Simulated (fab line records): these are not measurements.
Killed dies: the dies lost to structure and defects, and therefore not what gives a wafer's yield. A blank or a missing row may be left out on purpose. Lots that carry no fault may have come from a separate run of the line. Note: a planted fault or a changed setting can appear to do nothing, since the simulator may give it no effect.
Which tool was responsible? ; flow nandHarc ; 21 wafers from 7 lots sampled at 5 of the route's 1302 steps

WHAT THE GAUGES SHOWED, per wafer
NHARC_END_SORT_01.
lot;measured;on;defectLimitedYield (%)
L910;day 25 18:37;prober-01;93.1 92.6 90.4
L919;day 29 10:20;prober-02;91.1 89.1 87.6
L925;day 32 09:23;prober-01;88.8 91.4 91.9

WHICH TOOL RAN EACH LOT (tool, then ch and the chambers of the sampled wafers, then the start)
lot;NHARC_P_M0_PVD_21;NHARC_P_M0_DEP_32;NHARC_P_M1_ANNEAL_31;NHARC_P_M1_DEP_33
L910;pvdSputter-01, day 7 19:55 or earlier;pecvd-02 ch 0,1, day 7 19:55;rtpAnneal-01 ch 0, day 7 23:07;pecvd-04 ch 0,1,2, day 8 00:06
L911;pvdSputter-02, day 8 15:27 or earlier;pecvd-02 ch 0,1,2, day 8 15:27;rtpAnneal-02 ch 0, day 8 18:40;pecvd-02 ch 0,1, day 8 19:40
L914;pvdSputter-02, day 10 04:17 or earlier;pecvd-04 ch 0,1, day 10 04:17;rtpAnneal-01 ch 0, day 10 07:30;pecvd-04 ch 0,1,2, day 10 08:27
L919;pvdSputter-01, day 11 10:58 or earlier;pecvd-03 ch 1,2, day 11 10:58;rtpAnneal-01, day 11 14:04;pecvd-03 ch 1,2, day 11 15:02
L921;pvdSputter-03, day 12 20:49 or earlier;pecvd-04 ch 0,1, day 12 20:49;rtpAnneal-02 ch 0, day 12 23:56;pecvd-04 ch 0,1,2, day 13 00:53
L925;pvdSputter-01, day 14 01:25 or earlier;pecvd-04 ch 0,1,2, day 14 01:25;rtpAnneal-02 ch 0, day 14 04:37;pecvd-04 ch 0,1,2, day 14 05:34
L929;pvdSputter-03, day 15 20:49 or earlier;pecvd-04 ch 0,1,2, day 15 20:49;rtpAnneal-01 ch 0, day 15 23:52;pecvd-04 ch 0,1,2, day 16 00:52
- NHARC_P_M0_PVD_21: deposits Cu, target thk 30 nm, time 20.49 s.
- NHARC_P_M0_DEP_32: deposits SiCN, target thk 30 nm.
- NHARC_P_M1_ANNEAL_31: time 90 s.
- NHARC_P_M1_DEP_33: deposits SiCN, target thk 30 nm.

THE ANSWER, worked out from the rows above alone
Rule: usual is defined by the lots themselves. Put in order of their means at a reading, lots are off if they are a third of the lots or fewer, leave a main group of 4 or more, and stand apart from it by a gap of 3 or more times the standard deviation of the main group's means; of several such gaps the widest counts. If all means in a main group match to the digits the tables above print for the reading, that group is not used. A lot without any number at a reading at which 4 lots or more have one is off too. All remaining lots with rows at the step are treated as sound.
None of the lots is off at any reading shown; this tells nothing.

WHAT HAD BEEN PUT IN BY THE SIMULATOR
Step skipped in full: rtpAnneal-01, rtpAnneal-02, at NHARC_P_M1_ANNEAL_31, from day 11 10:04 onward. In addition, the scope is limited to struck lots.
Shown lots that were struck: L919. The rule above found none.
